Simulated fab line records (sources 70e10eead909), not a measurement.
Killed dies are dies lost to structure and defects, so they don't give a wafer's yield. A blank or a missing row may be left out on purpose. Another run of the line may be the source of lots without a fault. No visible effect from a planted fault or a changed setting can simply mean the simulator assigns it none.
fab line records ; flow nand-harc
record: lots: 24; wafers: 72; last-day: 33
route steps=1302 shown A_M1@1184 A_BONDPAD@1215
lots untouched by any fault: they come from a run of this same line in which no faults occurred
start-h: hours from the record's first day to the start of the lot's first wafer shown ; wait-h: hours since the lot's step before ; " the same as in the row above ; L1.1+2: one row covering several wafers at once ; - either no value or no given start ; * or withheld: withheld ; < > ~ a bound
route shown NAME@n: names a module that has steps shown in the file, with the first one's number in the route ; usual: mean and standard deviation over wafers with no fault ; same: alike in all rows ; chamber/n: place in a boat ; sites: per-site readings ; _std_site: the standard deviation of these ; _edge_site: mean of outer sites minus mean of inner sites ; radius-mm: how far each site lies from the wafer's centre ; mask NAME#n: copy n ; behind: tool/chamber where the wafer was last shaped ; hold: why the lot was held/for how many hours/how that ended ; device: which transistor (n, p or np) failed to switch ; end of line: tests run on the same wafers once the route is complete ; a step with no rows: only its recipe ; killed: dies lost to structure and defects at the first sort, not the wafer's yield ; map: per-die view of a wafer (x killed, . not killed, _ where there is no die)
set.NAME: the setting as run; set.NAME@STEP: as run at that earlier step ; model.NAME: the simulator's own value behind a step, which no gauge read
steps of the route over a sample of lots; a table a step, a row a wafer
services: from which hour (start-h, from the record's first day; less than 0 if before it) a tool's chamber was out of use, for how many hours, and why
== steps ==
step: NHARC_A_M1_ETCH_15
recipe: target-depth-a: 1825; time-s: 91.2; c4f8-flow-sccm: withheld; ar-flow-sccm: 400; rf-w: 600; bias-w: 300; chemistry: C4F8/Ar
usual: oes-product-au: 0.945/0.022; rf-vpp-V: 441.5/2.6
lot.wafer;tool;chamber;start-h;wait-h;oes-product-au;rf-hours-counter-h;rf-vpp-V
L074.3;rie-diel-02;3;-;-;0.936;3.5;443.2
L074.4;rie-diel-02;2;-;-;0.960;3.5;439.1
L074.6;rie-diel-02;0;-;-;0.965;-;438.4
L075.1;rie-diel-02;1;-;-;0.928;3.6;444.2
L075.2;rie-diel-02;2;-;-;0.926;3.6;441.5
L075.4;rie-diel-02;3;-;-;0.918;3.5;443.9
L076.2;rie-diel-02;3;-;-;0.911;4.1;443.4
L076.5;rie-diel-02;2;-;-;0.918;-;439.1
L076.4;rie-diel-02;1;-;-;0.923;-;444.9
L078.1;rie-diel-02;0;-;-;0.941;4.2;437.8
L078.4;rie-diel-02;3;-;-;0.925;4.3;442.8
L078.6;rie-diel-02;1;-;-;0.945;-;444.3
L077.1;rie-diel-02;1;-;-;0.926;4.5;444.7
L077.5;rie-diel-02;1;-;-;0.916;-;446.1
L077.6;rie-diel-02;2;-;-;0.920;-;439.5
L080.3;rie-diel-04;3;-;-;0.939;0.8;444.2
L080.6;rie-diel-04;0;-;-;0.924;-;443.9
L080.5;rie-diel-04;1;-;-;0.922;-;440.9
L079.4;rie-diel-02;0;-;-;0.977;4.7;438.9
L079.2;rie-diel-02;1;-;-;0.991;4.8;443.8
L079.6;rie-diel-02;0;-;-;0.967;-;439.6
L081.4;rie-diel-06;0;-;-;0.939;5.8;439.1
L081.5;rie-diel-06;0;-;-;0.943;-;438.5
L081.6;rie-diel-06;1;-;-;0.945;-;444.4
L083.2;rie-diel-06;2;-;-;0.964;5.5;439.9
L083.4;rie-diel-06;0;-;-;0.977;6.0;439.5
L083.6;rie-diel-06;2;-;-;0.966;-;439.7
L082.2;rie-diel-04;3;-;-;0.971;5.3;445.6
L082.4;rie-diel-04;2;-;-;0.978;5.4;442.8
L082.5;rie-diel-04;0;-;-;0.946;-;445.0
L085.4;rie-diel-06;2;-;-;0.929;6.7;440.2
L085.3;rie-diel-06;3;-;-;0.909;6.9;436.8
L085.6;rie-diel-06;1;-;-;0.919;-;443.5
L084.4;rie-diel-06;0;-;-;0.964;7.2;438.0
L084.2;rie-diel-06;2;-;-;0.962;6.8;440.2
L084.1;rie-diel-06;3;-;-;0.947;7.0;437.3
L087.2;rie-diel-06;3;-;-;0.925;8.4;438.6
L087.3;rie-diel-06;0;-;-;0.924;8.6;439.8
L087.6;rie-diel-06;2;-;-;0.930;-;441.0
L086.1;rie-diel-04;2;-;-;0.921;8.2;442.8
L086.2;rie-diel-04;3;-;-;0.944;8.1;445.4
L086.6;rie-diel-04;1;-;-;0.921;-;441.2
L088.2;rie-diel-04;2;-;-;0.916;9.0;444.0
L088.4;rie-diel-04;0;-;-;0.926;8.9;443.4
L088.5;rie-diel-04;1;-;-;0.917;-;440.0
L089.4;rie-diel-04;3;-;-;0.977;9.0;445.3
L089.3;rie-diel-04;0;-;-;0.950;9.0;442.7
L089.5;rie-diel-04;3;-;-;0.972;-;445.1
L090.1;rie-diel-02;1;-;-;0.994;2.5;445.4
L090.5;rie-diel-02;0;-;-;0.959;-;437.9
L090.6;rie-diel-02;1;-;-;0.982;-;443.7
L091.2;rie-diel-06;3;-;-;0.962;1.2;437.8
L091.4;rie-diel-06;0;-;-;0.939;1.2;437.9
L091.6;rie-diel-06;3;-;-;0.948;-;436.8
L093.1;rie-diel-06;3;-;-;0.981;1.6;438.6
L093.2;rie-diel-06;0;-;-;0.969;1.6;439.5
L093.4;rie-diel-06;1;-;-;0.961;1.5;443.1
L092.3;rie-diel-02;2;-;-;0.924;2.7;441.0
L092.2;rie-diel-02;3;-;-;0.935;2.9;443.1
L092.5;rie-diel-02;1;-;-;0.932;-;444.8
L094.2;rie-diel-02;1;-;-;0.956;3.2;446.6
L094.6;rie-diel-02;2;-;-;0.945;-;441.0
L094.5;rie-diel-02;3;-;-;0.973;-;441.3
L095.3;rie-diel-02;2;-;-;0.962;3.2;440.6
L095.5;rie-diel-02;0;-;-;0.950;-;438.4
L095.6;rie-diel-02;1;-;-;0.969;-;444.9
L096.4;rie-diel-02;0;-;-;0.917;3.9;438.4
L096.5;rie-diel-02;3;-;-;0.936;-;443.2
L096.6;rie-diel-02;0;-;-;0.921;-;438.2
L097.3;rie-diel-04;2;-;-;0.953;1.2;443.2
L097.6;rie-diel-04;0;-;-;0.977;-;443.5
L097.5;rie-diel-04;1;-;-;0.988;-;441.1
step: NHARC_A_M1_DEGAS_29
recipe: temp-c: 250; time-s: 60
usual: heater-power-w: 323/30
lot.wafer;tool;chamber;start-h;wait-h;heater-power-w
L074.3;pvd-sputter-01;-;524.65;-;338
L074.4;pvd-sputter-01;-;524.65;-;292
L074.6;pvd-sputter-01;-;524.65;-;333
L075.1;pvd-sputter-03;-;526.62;-;303
L075.4;pvd-sputter-03;-;526.62;-;367
L075.2;pvd-sputter-03;-;526.62;-;306
L076.4;pvd-sputter-03;-;543.46;-;311
L076.2;pvd-sputter-03;-;543.46;-;356
L076.5;pvd-sputter-03;-;543.46;-;309
L078.1;pvd-sputter-03;-;553.98;-;304
L078.4;pvd-sputter-03;-;553.98;-;305
L078.6;pvd-sputter-03;-;553.98;-;299
L077.1;pvd-sputter-01;-;554.43;-;298
L077.6;pvd-sputter-01;-;554.43;-;332
L077.5;pvd-sputter-01;-;554.43;-;318
L080.3;pvd-sputter-01;-;567.80;-;332
L080.5;pvd-sputter-01;-;567.80;-;337
L080.6;pvd-sputter-01;-;567.80;-;306
L079.4;pvd-sputter-02;-;569.48;-;381
L079.2;pvd-sputter-02;-;569.48;-;349
L079.6;pvd-sputter-02;-;569.48;-;364
L081.4;pvd-sputter-03;-;596.71;-;351
L081.6;pvd-sputter-03;-;596.71;-;292
L081.5;pvd-sputter-03;-;596.71;-;355
L083.2;pvd-sputter-03;-;609.63;-;346
L083.4;pvd-sputter-03;-;609.63;-;296
L083.6;pvd-sputter-03;-;609.63;-;305
L082.2;pvd-sputter-03;-;613.30;-;304
L082.4;pvd-sputter-03;-;613.30;-;302
L082.5;pvd-sputter-03;-;613.30;-;303
L085.3;pvd-sputter-01;-;624.18;-;356
L085.4;pvd-sputter-01;-;624.18;-;331
L085.6;pvd-sputter-01;-;624.18;-;293
L084.2;pvd-sputter-03;-;625.39;-;299
L084.1;pvd-sputter-03;-;625.39;-;300
L084.4;pvd-sputter-03;-;625.39;-;354
L087.2;pvd-sputter-03;-;645.23;-;308
L087.3;pvd-sputter-03;-;645.23;-;303
L087.6;pvd-sputter-03;-;645.23;-;362
L086.1;pvd-sputter-03;-;646.66;-;346
L086.2;pvd-sputter-03;-;646.66;-;301
L086.6;pvd-sputter-03;-;646.66;-;297
L088.4;pvd-sputter-03;-;659.14;-;299
L088.2;pvd-sputter-03;-;659.14;-;305
L088.5;pvd-sputter-03;-;659.14;-;298
L089.3;pvd-sputter-02;-;659.96;-;368
L089.4;pvd-sputter-02;-;659.96;-;346
L089.5;pvd-sputter-02;-;659.96;-;386
L090.1;pvd-sputter-01;-;698.39;-;300
L090.6;pvd-sputter-01;-;698.39;-;305
L090.5;pvd-sputter-01;-;698.39;-;316
L091.2;pvd-sputter-02;-;703.66;-;387
L091.4;pvd-sputter-02;-;703.66;-;306
L091.6;pvd-sputter-02;-;703.66;-;368
L093.4;pvd-sputter-03;-;709.90;-;301
L093.1;pvd-sputter-03;-;709.90;-;301
L093.2;pvd-sputter-03;-;709.90;-;300
L092.2;pvd-sputter-02;-;714.58;-;385
L092.3;pvd-sputter-02;-;714.58;-;359
L092.5;pvd-sputter-02;-;714.58;-;388
L094.2;pvd-sputter-01;-;718.45;-;365
L094.5;pvd-sputter-01;-;718.45;-;363
L094.6;pvd-sputter-01;-;718.45;-;304
L095.3;pvd-sputter-03;-;736.70;-;283
L095.6;pvd-sputter-03;-;736.70;-;294
L095.5;pvd-sputter-03;-;736.70;-;294
L096.4;pvd-sputter-03;-;747.42;-;279
L096.6;pvd-sputter-03;-;747.42;-;292
L096.5;pvd-sputter-03;-;747.42;-;296
L097.3;pvd-sputter-03;-;752.83;-;379
L097.5;pvd-sputter-03;-;752.83;-;299
L097.6;pvd-sputter-03;-;752.83;-;305
step: NHARC_A_M1_PRE_CLEAN_32
recipe: time-s: 12; temp-c: 370; rf-power-w: 300; gas: NH3
usual: heater-power-w: 615/72
lot.wafer;tool;chamber;start-h;wait-h;heater-power-w
L074.3;pecvd-04;0;526.29;0.1;532
L074.6;pecvd-04;2;526.29;0.1;483
L074.4;pecvd-04;0;526.29;0.1;549
L075.2;pecvd-01;1;528.55;0.1;654
L075.1;pecvd-01;2;528.55;0.1;530
L075.4;pecvd-01;2;528.55;0.1;536
L076.2;pecvd-01;1;545.08;0.1;599
L076.5;pecvd-01;2;545.08;0.1;603
L076.4;pecvd-01;0;545.08;0.1;676
L078.1;pecvd-04;0;555.61;0.1;551
L078.6;pecvd-04;0;555.61;0.1;555
L078.4;pecvd-04;2;555.61;0.1;477
L077.1;pecvd-04;0;556.22;0.1;605
L077.5;pecvd-04;2;556.22;0.1;527
L077.6;pecvd-04;0;556.22;0.1;599
L080.3;pecvd-01;1;569.41;0.1;619
L080.5;pecvd-01;1;569.41;0.1;616
L080.6;pecvd-01;2;569.41;0.1;608
L079.2;pecvd-03;0;571.12;0.1;696
L079.4;pecvd-03;2;571.12;0.1;527
L079.6;pecvd-03;0;571.12;0.1;666
L081.4;pecvd-01;0;598.37;0.1;720
L081.5;pecvd-01;1;598.37;0.1;671
L081.6;pecvd-01;2;598.37;0.1;620
L083.2;pecvd-04;2;611.23;0.1;579
L083.6;pecvd-04;2;611.23;0.1;557
L083.4;pecvd-04;1;611.23;0.1;620
L082.2;pecvd-01;1;614.94;0.1;679
L082.4;pecvd-01;2;614.94;0.1;620
L082.5;pecvd-01;1;614.94;0.1;677
L085.3;pecvd-01;1;625.79;0.1;567
L085.4;pecvd-01;2;625.79;0.1;547
L085.6;pecvd-01;0;625.79;0.1;693
L084.1;pecvd-01;2;627.02;0.1;541
L084.2;pecvd-01;0;627.02;0.1;724
L084.4;pecvd-01;0;627.02;0.1;713
L087.2;pecvd-01;0;646.85;0.1;704
L087.3;pecvd-01;1;646.85;0.1;689
L087.6;pecvd-01;0;646.85;0.1;700
L086.1;pecvd-01;0;648.29;0.1;715
L086.2;pecvd-01;1;648.29;0.1;631
L086.6;pecvd-01;1;648.29;0.1;631
L088.2;pecvd-04;1;660.80;0.1;664
L088.4;pecvd-04;0;660.80;0.1;509
L088.5;pecvd-04;2;660.80;0.1;571
L089.4;pecvd-03;1;661.62;0.1;577
L089.3;pecvd-03;0;661.62;0.1;675
L089.5;pecvd-03;0;661.62;0.1;684
L090.1;pecvd-03;1;700.03;0.1;540
L090.6;pecvd-03;1;700.03;0.1;529
L090.5;pecvd-03;2;700.03;0.1;521
L091.2;pecvd-01;2;705.31;0.1;689
L091.4;pecvd-01;0;705.31;0.1;713
L091.6;pecvd-01;1;705.31;0.1;688
L093.1;pecvd-03;2;711.52;0.1;604
L093.2;pecvd-03;0;711.52;0.1;644
L093.4;pecvd-03;2;711.52;0.1;593
L092.3;pecvd-04;1;716.21;0.1;698
L092.2;pecvd-04;2;716.21;0.1;519
L092.5;pecvd-04;0;716.21;0.1;536
L094.2;pecvd-01;0;720.10;0.1;703
L094.6;pecvd-01;1;720.10;0.1;623
L094.5;pecvd-01;2;720.10;0.1;696
L095.3;pecvd-04;2;738.31;0.1;507
L095.5;pecvd-04;2;738.31;0.1;516
L095.6;pecvd-04;0;738.31;0.1;527
L096.6;pecvd-03;0;749.09;0.1;627
L096.4;pecvd-03;1;749.09;0.1;587
L096.5;pecvd-03;2;749.09;0.1;490
L097.3;pecvd-01;0;754.45;0.1;710
L097.6;pecvd-01;0;754.45;0.1;723
L097.5;pecvd-01;1;754.45;0.1;624
step: NHARC_A_BONDPAD_CD_MEAS_09
recipe: target-cd-nm: 500; landing-energy-ev: 500
usual: cd-nm: 499.5/2
lot.wafer;tool;chamber;start-h;wait-h;cd-nm
L074.3;cd-sem-02;0;528.14;-;496.2
L074.4;cd-sem-02;0;528.14;-;498.7
L074.6;cd-sem-02;0;528.14;-;501.0
L075.1;cd-sem-01;0;530.57;-;500.9
L075.2;cd-sem-01;0;530.57;-;502.6
L075.4;cd-sem-01;0;530.57;-;501.2
L076.2;cd-sem-02;0;546.94;-;500.8
L076.4;cd-sem-02;0;546.94;-;501.6
L076.5;cd-sem-02;0;546.94;-;499.7
L078.1;cd-sem-01;0;557.46;-;499.0
L078.4;cd-sem-01;0;557.46;-;499.2
L078.6;cd-sem-01;0;557.46;-;500.4
L077.1;cd-sem-02;0;558.06;-;498.0
L077.5;cd-sem-02;0;558.06;-;496.4
L077.6;cd-sem-02;0;558.06;-;498.0
L080.3;cd-sem-03;0;571.15;-;499.4
L080.5;cd-sem-03;0;571.15;-;498.8
L080.6;cd-sem-03;0;571.15;-;498.4
L079.2;cd-sem-02;0;572.84;-;497.5
L079.4;cd-sem-02;0;572.84;-;498.7
L079.6;cd-sem-02;0;572.84;-;500.7
L081.4;cd-sem-02;0;600.19;-;497.7
L081.5;cd-sem-02;0;600.19;-;500.8
L081.6;cd-sem-02;0;600.19;-;497.1
L083.2;cd-sem-01;0;613.11;-;498.1
L083.4;cd-sem-01;0;613.11;-;499.3
L083.6;cd-sem-01;0;613.11;-;502.3
L082.2;cd-sem-03;0;616.65;-;496.1
L082.4;cd-sem-03;0;616.65;-;496.6
L082.5;cd-sem-03;0;616.65;-;500.1
L085.3;cd-sem-02;0;627.65;-;501.0
L085.4;cd-sem-02;0;627.65;-;496.8
L085.6;cd-sem-02;0;627.65;-;497.2
L084.1;cd-sem-03;0;628.87;-;499.5
L084.2;cd-sem-03;0;628.87;-;499.1
L084.4;cd-sem-03;0;628.87;-;499.5
L087.2;cd-sem-02;0;648.72;-;496.8
L087.3;cd-sem-02;0;648.72;-;497.1
L087.6;cd-sem-02;0;648.72;-;500.6
L086.1;cd-sem-03;0;650.16;-;501.0
L086.2;cd-sem-03;0;650.16;-;501.4
L086.6;cd-sem-03;0;650.16;-;505.4
L088.2;cd-sem-03;0;662.65;-;497.9
L088.4;cd-sem-03;0;662.65;-;497.6
L088.5;cd-sem-03;0;662.65;-;499.8
L089.3;cd-sem-02;0;663.61;-;499.9
L089.4;cd-sem-02;0;663.61;-;505.1
L089.5;cd-sem-02;0;663.61;-;498.7
L090.1;cd-sem-01;0;701.88;-;498.6
L090.5;cd-sem-01;0;701.88;-;499.9
L090.6;cd-sem-01;0;701.88;-;500.4
L091.2;cd-sem-03;0;707.28;-;498.4
L091.4;cd-sem-03;0;707.28;-;497.4
L091.6;cd-sem-03;0;707.28;-;496.6
L093.1;cd-sem-01;0;713.26;-;497.9
L093.2;cd-sem-01;0;713.26;-;496.8
L093.4;cd-sem-01;0;713.26;-;499.4
L092.2;cd-sem-02;0;718.06;-;499.4
L092.3;cd-sem-02;0;718.06;-;499.6
L092.5;cd-sem-02;0;718.06;-;498.9
L094.2;cd-sem-03;0;721.93;-;499.8
L094.5;cd-sem-03;0;721.93;-;501.1
L094.6;cd-sem-03;0;721.93;-;500.1
L095.3;cd-sem-03;0;740.07;-;500.8
L095.5;cd-sem-03;0;740.07;-;502.5
L095.6;cd-sem-03;0;740.07;-;499.0
L096.4;cd-sem-01;0;750.93;-;499.0
L096.5;cd-sem-01;0;750.93;-;502.6
L096.6;cd-sem-01;0;750.93;-;500.4
L097.3;cd-sem-01;0;756.18;-;500.7
L097.5;cd-sem-01;0;756.18;-;499.7
L097.6;cd-sem-01;0;756.18;-;499.7
step: NHARC_A_BONDPAD_PVD_17
recipe: target-thk-a: 50; bias-v: 168.6; power-w: 15000; chamber-pressure-pa: 0.12; time-s: 8.06; substrate-temp-c: 50; material: TaN
usual: bias-v: 168.6/1.5; throttle-valve-pct: 29.9/0.72
lot.wafer;tool;chamber;start-h;wait-h;bias-v;throttle-valve-pct
L074.4;pvd-sputter-02;-;-;-;165.6;30.3
L074.3;pvd-sputter-02;-;-;-;169.0;31.3
L074.6;pvd-sputter-02;-;-;-;166.8;30.4
L075.4;pvd-sputter-01;-;-;-;166.3;30.5
L075.2;pvd-sputter-01;-;-;-;169.4;29.8
L075.1;pvd-sputter-01;-;-;-;171.6;29.7
L076.4;pvd-sputter-01;-;-;-;169.0;30.3
L076.2;pvd-sputter-01;-;-;-;168.7;29.6
L076.5;pvd-sputter-01;-;-;-;165.9;29.8
L078.1;pvd-sputter-02;-;-;-;166.2;29.3
L078.4;pvd-sputter-02;-;-;-;165.2;30.3
L078.6;pvd-sputter-02;-;-;-;168.7;31.0
L077.1;pvd-sputter-03;-;-;-;167.5;28.7
L077.5;pvd-sputter-03;-;-;-;169.1;29.9
L077.6;pvd-sputter-03;-;-;-;167.9;29.2
L080.3;pvd-sputter-01;-;-;-;168.5;29.3
L080.5;pvd-sputter-01;-;-;-;169.4;29.9
L080.6;pvd-sputter-01;-;-;-;166.7;29.3
L079.4;pvd-sputter-02;-;-;-;168.4;30.2
L079.2;pvd-sputter-02;-;-;-;169.1;30.2
L079.6;pvd-sputter-02;-;-;-;167.6;30.4
L081.4;pvd-sputter-03;-;-;-;170.6;28.9
L081.6;pvd-sputter-03;-;-;-;169.3;29.0
L081.5;pvd-sputter-03;-;-;-;169.6;31.1
L083.4;pvd-sputter-02;-;-;-;167.9;31.3
L083.2;pvd-sputter-02;-;-;-;166.7;30.3
L083.6;pvd-sputter-02;-;-;-;170.0;29.2
L082.4;pvd-sputter-03;-;-;-;168.6;29.9
L082.2;pvd-sputter-03;-;-;-;169.8;30.9
L082.5;pvd-sputter-03;-;-;-;165.9;28.8
L085.3;pvd-sputter-02;-;-;-;168.6;31.3
L085.4;pvd-sputter-02;-;-;-;171.5;30.0
L085.6;pvd-sputter-02;-;-;-;169.1;31.5
L084.4;pvd-sputter-03;-;-;-;169.6;30.8
L084.2;pvd-sputter-03;-;-;-;169.3;29.0
L084.1;pvd-sputter-03;-;-;-;168.0;29.9
L087.2;pvd-sputter-03;-;-;-;169.6;30.2
L087.3;pvd-sputter-03;-;-;-;168.9;31.1
L087.6;pvd-sputter-03;-;-;-;168.7;29.2
L086.2;pvd-sputter-03;-;-;-;168.7;30.3
L086.1;pvd-sputter-03;-;-;-;168.4;29.1
L086.6;pvd-sputter-03;-;-;-;169.2;30.1
L088.4;pvd-sputter-01;-;-;-;167.8;29.6
L088.2;pvd-sputter-01;-;-;-;166.2;30.1
L088.5;pvd-sputter-01;-;-;-;170.2;29.6
L089.3;pvd-sputter-02;-;-;-;168.5;28.9
L089.4;pvd-sputter-02;-;-;-;166.2;30.0
L089.5;pvd-sputter-02;-;-;-;167.7;28.9
L090.1;pvd-sputter-02;-;-;-;167.8;30.7
L090.6;pvd-sputter-02;-;-;-;168.2;30.9
L090.5;pvd-sputter-02;-;-;-;167.0;30.0
L091.2;pvd-sputter-01;-;-;-;169.1;29.6
L091.4;pvd-sputter-01;-;-;-;165.0;29.7
L091.6;pvd-sputter-01;-;-;-;169.6;29.6
L093.4;pvd-sputter-01;-;-;-;166.2;29.8
L093.1;pvd-sputter-01;-;-;-;169.8;29.8
L093.2;pvd-sputter-01;-;-;-;165.3;29.7
L092.2;pvd-sputter-02;-;-;-;170.1;29.0
L092.3;pvd-sputter-02;-;-;-;168.0;30.8
L092.5;pvd-sputter-02;-;-;-;169.3;30.1
L094.2;pvd-sputter-03;-;-;-;167.9;28.1
L094.5;pvd-sputter-03;-;-;-;171.2;28.0
L094.6;pvd-sputter-03;-;-;-;167.5;30.1
L095.3;pvd-sputter-02;-;-;-;167.4;30.8
L095.6;pvd-sputter-02;-;-;-;168.2;29.8
L095.5;pvd-sputter-02;-;-;-;166.9;28.9
L096.4;pvd-sputter-01;-;-;-;167.6;30.0
L096.5;pvd-sputter-01;-;-;-;166.9;29.2
L096.6;pvd-sputter-01;-;-;-;168.1;29.6
L097.3;pvd-sputter-01;-;-;-;168.2;30.7
L097.5;pvd-sputter-01;-;-;-;170.6;30.8
L097.6;pvd-sputter-01;-;-;-;168.4;29.3
step: NHARC_A_BONDPAD_THK_MEAS_20
recipe: thk-meas-gauge: xrf
usual: thk-nm: 169.8/1.5
lot.wafer;tool;chamber;start-h;wait-h;thk-nm
L074.3;film-metro-01;-;530.70;-;168.4
L074.4;film-metro-01;-;530.70;-;168.4
L074.6;film-metro-01;-;530.70;-;170.0
L075.1;film-metro-01;-;533.45;-;168.7
L075.2;film-metro-01;-;533.45;-;172.1
L075.4;film-metro-01;-;533.45;-;170.4
L076.2;film-metro-01;-;549.50;-;167.9
L076.4;film-metro-01;-;549.50;-;170.8
L076.5;film-metro-01;-;549.50;-;172.1
L078.1;film-metro-02;-;560.04;-;168.1
L078.4;film-metro-02;-;560.04;-;165.7
L078.6;film-metro-02;-;560.04;-;168.8
L077.1;film-metro-01;-;560.62;-;169.3
L077.5;film-metro-01;-;560.62;-;169.5
L077.6;film-metro-01;-;560.62;-;168.2
L080.3;film-metro-01;-;573.72;-;169.4
L080.5;film-metro-01;-;573.72;-;169.9
L080.6;film-metro-01;-;573.72;-;170.6
L079.2;film-metro-01;-;575.42;-;169.6
L079.4;film-metro-01;-;575.42;-;169.5
L079.6;film-metro-01;-;575.42;-;171.3
L081.4;film-metro-02;-;602.76;-;170.2
L081.5;film-metro-02;-;602.76;-;170.7
L081.6;film-metro-02;-;602.76;-;170.3
L083.2;film-metro-01;-;615.67;-;172.4
L083.4;film-metro-01;-;615.67;-;171.6
L083.6;film-metro-01;-;615.67;-;169.8
L082.2;film-metro-01;-;619.22;-;170.3
L082.4;film-metro-01;-;619.22;-;169.9
L082.5;film-metro-01;-;619.22;-;167.8
L085.3;film-metro-02;-;630.21;-;171.6
L085.4;film-metro-02;-;630.21;-;169.2
L085.6;film-metro-02;-;630.21;-;168.1
L084.1;film-metro-02;-;631.43;-;171.6
L084.2;film-metro-02;-;631.43;-;171.6
L084.4;film-metro-02;-;631.43;-;171.3
L087.2;film-metro-01;-;651.34;-;170.0
L087.3;film-metro-01;-;651.34;-;171.3
L087.6;film-metro-01;-;651.34;-;170.2
L086.1;film-metro-02;-;652.74;-;171.2
L086.2;film-metro-02;-;652.74;-;167.3
L086.6;film-metro-02;-;652.74;-;168.6
L088.2;film-metro-02;-;665.21;-;170.4
L088.4;film-metro-02;-;665.21;-;171.6
L088.5;film-metro-02;-;665.21;-;169.8
L089.3;film-metro-02;-;666.17;-;170.2
L089.4;film-metro-02;-;666.17;-;167.1
L089.5;film-metro-02;-;666.17;-;170.0
L090.1;film-metro-02;-;704.46;-;168.0
L090.5;film-metro-02;-;704.46;-;168.9
L090.6;film-metro-02;-;704.46;-;166.9
L091.2;film-metro-01;-;709.84;-;172.5
L091.4;film-metro-01;-;709.84;-;170.8
L091.6;film-metro-01;-;709.84;-;172.8
L093.1;film-metro-01;-;715.82;-;170.2
L093.2;film-metro-01;-;715.82;-;169.6
L093.4;film-metro-01;-;715.82;-;168.0
L092.2;film-metro-02;-;720.61;-;168.8
L092.3;film-metro-02;-;720.61;-;172.4
L092.5;film-metro-02;-;720.61;-;170.1
L094.2;film-metro-01;-;724.49;-;172.4
L094.5;film-metro-01;-;724.49;-;170.9
L094.6;film-metro-01;-;724.49;-;170.4
L095.3;film-metro-01;-;742.67;-;169.7
L095.5;film-metro-01;-;742.67;-;169.5
L095.6;film-metro-01;-;742.67;-;169.7
L096.4;film-metro-02;-;753.78;-;170.3
L096.5;film-metro-02;-;753.78;-;170.5
L096.6;film-metro-02;-;753.78;-;167.7
L097.3;film-metro-02;-;758.74;-;167.6
L097.5;film-metro-02;-;758.74;-;170.6
L097.6;film-metro-02;-;758.74;-;170.7
== services ==
tool;chamber;start-h;hours;kind
pecvd-01;0;525.36;4.0;repair
rie-diel-04;-;531.95;9.0;pm
pvd-sputter-03;-;532.20;10.0;pm
rie-diel-02;0;542.29;1.4;repair
rie-diel-06;2;544.64;3.0;repair
rie-diel-02;-;570.75;9.0;pm
pecvd-01;-;572.28;1.3;repair
pecvd-01;0;585.93;3.9;repair
pvd-sputter-01;-;601.29;10.0;pm
rie-diel-06;-;611.86;0.5;repair
pecvd-04;-;631.00;13.0;pm
pvd-sputter-02;-;638.02;10.0;pm
rie-diel-02;2;661.23;5.2;repair
rie-diel-06;-;661.58;9.0;pm
pecvd-01;-;673.00;13.0;pm
pecvd-04;0;674.37;6.7;repair
pvd-sputter-02;-;677.03;4.9;repair
rie-diel-06;2;684.46;6.3;repair
pvd-sputter-02;-;684.54;4.1;repair
pvd-sputter-03;-;701.98;4.9;repair
pvd-sputter-03;-;710.20;10.0;pm
pecvd-04;0;717.82;12.0;repair
pecvd-04;1;727.32;8.2;repair
rie-diel-02;-;747.75;9.0;pm
== key ==
fault none
